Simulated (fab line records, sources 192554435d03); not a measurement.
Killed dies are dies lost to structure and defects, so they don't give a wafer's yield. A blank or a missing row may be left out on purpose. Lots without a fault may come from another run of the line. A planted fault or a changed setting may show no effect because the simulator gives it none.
A struck lot beside a sound one | flow n5_finfet | 16 steps out of a route of 1938
Sound: wafers L185.1, L185.5, L185.6. Struck: wafers L198.1, L198.6. (L198.3 of the same lot was not struck and is left out.) The cause comes at the end.
At each step with rows: each side's tool, then ch and its chambers, then its first start. Under that, the readings that differ: sound wafers | struck wafers | difference of the means | sigmas: that difference in standard deviations of wafers without a fault.
alike: readings whose means differ by less than 2 such deviations, and words and numbers that are the same on both sides. not compared: withheld readings, readings that some wafer has no value for, bounds like >300 that may hide the same value, and numbers for which the record gives no deviation and whose values overlap.
The two part at a step that has a row with sigmas, a row that says differs or no value, or rows on one side only. Numbers that don't overlap but have no deviation are shown without sigmas and don't part them. A reading that every wafer of one side lacks parts them only if that side has two wafers or more.

first, 7 steps without rows for these wafers: N5_MOL_CONTACT_COAG_COAT_58 (time 60 s, resist thk 10 nm); N5_MOL_CONTACT_COAG_COAT_02 (resist thk 30 nm); N5_MOL_CONTACT_COAG_EBR_04; N5_MOL_CONTACT_COAG_SOFTBAKE_03 (time 60 s); N5_MOL_CONTACT_COAG_EXPOSE_05 (exposes mask CA, defocus 0 nm); N5_MOL_CONTACT_COAG_PEB_06 (peb time 60 s); N5_MOL_CONTACT_COAG_DEVELOP_07 (develop time 30 s).
N5_MOL_CONTACT_COAG_CD_MEAS_08: target cd 28 nm.
  sound on cd_sem-01 ch 0, day 5 05:38; struck on cd_sem-02 ch 0, day 8 07:19
  alike: cd_nm
N5_MOL_CONTACT_COAG_OVL_MEAS_09:
  sound on overlay-01 ch 0, day 5 05:40; struck on overlay-02 ch 0, day 8 07:21
  alike: CA_OVL
N5_MOL_CONTACT_COAG_INSPECT_10: inspects for defects (brightfield).
  sound on defect_inspect-02, day 5 05:44; struck on defect_inspect-01, day 8 07:25
  alike: raw_defect_count
N5_MOL_CONTACT_COAG_DESCUM_13: chemistry O2, time 7 s.
  sound on rie_diel-04 ch 0,2,3, day 5 05:46; struck on rie_diel-06 ch 0,2, day 8 07:26
  alike: drypump_motor_current_A, oes_product_au, rf_vpp_V, showerhead_plenum_p_Torr, throttle_valve_pct
  not compared: rf_hours_counter_h
N5_MOL_CONTACT_COAG_ETCH_59: etches underlayer in N2/H2, target depth 13 nm, time 10.4 s.
  sound on rie_diel-04 ch 0,2,3, day 5 05:48; struck on rie_diel-06 ch 0,2, day 8 07:29
  alike: drypump_motor_current_A, etch_rf_on_time_s, oes_product_au, rf_vpp_V, showerhead_plenum_p_Torr, throttle_valve_pct
  not compared: rf_hours_counter_h
N5_MOL_CONTACT_COAG_ETCH_105: etches SiARC in CF4, target depth 15.6 nm, time 26 s.
  sound on rie_diel-04 ch 0,2,3, day 5 05:49; struck on rie_diel-06 ch 0,2, day 8 07:30
  reading               | sound             | struck      | difference | sigmas
  etch_rf_on_time_s (s) | 26.26 25.91 26.19 | 19.42 19.40 | -6.71      | -23
  oes_product_au (a.u.) | 0.62 0.60 0.66    | 0.75 0.75   | +0.12      | +3
  alike: drypump_motor_current_A, rf_vpp_V, showerhead_plenum_p_Torr, throttle_valve_pct
  not compared: rf_hours_counter_h
N5_MOL_CONTACT_COAG_ETCH_106: etches SOC in N2/H2, target depth 80 nm, overetch 16 nm, time 120 s.
  sound on rie_diel-04 ch 0,2,3, day 5 05:50; struck on rie_diel-06 ch 0,2, day 8 07:32
  alike: drypump_motor_current_A, oes_product_au, rf_vpp_V, showerhead_plenum_p_Torr, throttle_valve_pct
  not compared: rf_hours_counter_h
-- the record jumps here: 5 days lie between the struck wafers' starts before and after (it left off in module MOL_CONTACT_COAG and takes up again in module BEOL_M4, whose first step shown is number 1111 of the route) --
N5_BEOL_M4_RC_MEAS_101:
  sound on prober-02 ch 0, day 10 11:38; struck on prober-02 ch 0, day 13 02:58
  alike: DIBL_N, DIBL_P, IOFF_N, IOFF_P, ION_N, ION_P, SS_N, SS_P, VT_N, VT_P
-- the record jumps here: 4 days lie between the struck wafers' starts before and after (it left off in module BEOL_M4 and takes up again in module PASSIVATION, whose first step shown is number 1936 of the route) --
N5_PASSIVATION_PROBE_49:
  the record has rows for the struck wafers here (prober-02, day 17 11:49) and none for the sound ones

WHERE THEY PART
First at N5_MOL_CONTACT_COAG_ETCH_105; last, within this record, at N5_PASSIVATION_PROBE_49.

WHY: what the simulator had put in
Process parameter drift: rie_diel-06, from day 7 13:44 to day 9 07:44, at N5_MOL_CONTACT_COAG_ETCH_105. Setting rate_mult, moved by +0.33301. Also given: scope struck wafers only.
